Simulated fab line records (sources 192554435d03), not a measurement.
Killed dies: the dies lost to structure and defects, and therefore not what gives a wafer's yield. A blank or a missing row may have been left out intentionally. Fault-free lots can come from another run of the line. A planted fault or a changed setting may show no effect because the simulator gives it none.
Matching of chambers    flow n5 finfet    N5_BEOL_M11_DEP_56 on pecvd-04: 3 sister chambers
The step deposits SiCN from 3MS/NH3, target thk 30 nm, time 10.5 s. 6 wafers are shown with their chamber, then 8 later ones without.

WAFERS PAIRED WITH THEIR CHAMBERS
wafer   chamber  showerhead plenum p Torr (Torr)  throttle valve pct (%)
L087.4  1        4.126                            18.2
L088.1  0        4.101                            18.2
L088.3  1        4.121                            18.3
L089.4  2        4.165                            18.8
L089.5  0        4.097                            18.4
L091.2  2        4.156                            18.7

WAFERS WHOSE CHAMBER IS MISSING
wafer   showerhead plenum p Torr (Torr)  throttle valve pct (%)
L091.4  4.102                            18.1
L091.5  4.124                            18.6
L095.1  4.157                            18.6
L095.2  4.100                            18.3
L095.6  4.166                            18.9
L095.3  4.098                            18.2
L095.4  4.159                            18.8
L095.5  4.106                            18.2

EACH ONE'S CHAMBER
wafer   from the rows above  in truth
L091.4  0                    0
L091.5  1                    1
L095.1  2                    2
L095.2  0                    0
L095.6  2                    2
L095.3  0                    0
L095.4  2                    2
L095.5  0                    0
Correct placement for 8 of the 8. Not placeable from these rows: 0. Wrongly placed: 0.
How it was worked out, from the rows above alone: a wafer's distance from a chamber is the root of the sum, over the readings, of the square of ((its reading less the chamber's mean) divided by the reading's scatter). The wafer belongs to the nearest chamber; if the next one is less than 2 further off, it can't be placed. For every chamber, the mean is computed from those of its wafers that are shown. The scatter: the root of (the sum of the squares of (reading less its chamber's mean) over the shown wafers, divided by (wafers less chambers)).
